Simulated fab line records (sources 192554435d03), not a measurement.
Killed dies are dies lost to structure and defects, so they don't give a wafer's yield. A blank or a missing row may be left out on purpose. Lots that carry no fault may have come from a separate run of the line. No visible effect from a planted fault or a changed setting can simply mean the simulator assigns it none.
Matching of chambers -- flow n5-finfet -- 4 sister chambers for N5_MOL_CONTACT_COAG_ALD_123 on ald-sin-03
The step deposits SiNx, target thk 5 nm, pulse time 1 s, purge time 2 s. 18 wafers are shown with their chamber, then 9 later ones without.

## EACH WAFER AND ITS CHAMBER
wafer,chamber,heater-power-w (W),precursor-pulse-height-rel
L077.1,2,798,1.026
L077.5,0,911,1.010
L077.6,3,768,1.015
L079.2,0,906,0.977
L079.4,3,751,0.996
L079.6,0,913,0.967
L080.1,0,933,1.017
L080.2,1,855,1.008
L080.5,3,755,0.984
L081.1,1,838,0.955
L081.2,3,761,0.984
L081.5,0,923,1.008
L083.1,1,887,1.006
L083.2,0,920,0.992
L083.5,2,801,1.010
L086.1,3,751,1.000
L086.3,1,862,1.018
L086.4,0,912,0.993

SIGNATURES (means of the wafers above)
reading,chamber 0,chamber 1,chamber 2,chamber 3,scatter within a chamber
heater-power-w,916.86,860.50,799.50,757.20,11.8
precursor-pulse-height-rel,0.99486,0.99675,1.01800,0.99580,0.0193
Rule: a wafer lies at a distance from a chamber equal to the root of the sum of squares, over the readings, of (its reading less the chamber's mean, divided by the reading's scatter). If the next closest chamber is less than 2 further off than the closest, the wafer can't be placed; otherwise it belongs to the closest. How the scatter is found: for the shown wafers, subtract from each reading the mean of its chamber, square and add these, divide the total by (wafers less chambers), then take the root.

## WAFERS WHOSE CHAMBER IS MISSING
wafer,heater-power-w (W),precursor-pulse-height-rel
L090.1,847,1.006
L090.4,880,1.011
L090.5,742,0.965
L094.1,852,0.996
L094.5,721,0.996
L094.6,887,0.971
L097.2,794,0.982
L097.4,722,1.029
L097.6,849,1.008

## WHICH CHAMBER EACH WENT THROUGH
wafer,from the rows above,in truth
L090.1,1,1
L090.4,can't be placed: 1 or 0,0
L090.5,3,3
L094.1,1,1
L094.5,3,3
L094.6,can't be placed: 1 or 0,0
L097.2,can't be placed: 2 or 3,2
L097.4,3,3
L097.6,1,1
Correct placement for 6 of the 9. Cannot be placed on the basis of these rows: 3; the candidates contain the true chamber in 3. Number placed wrongly: 0.
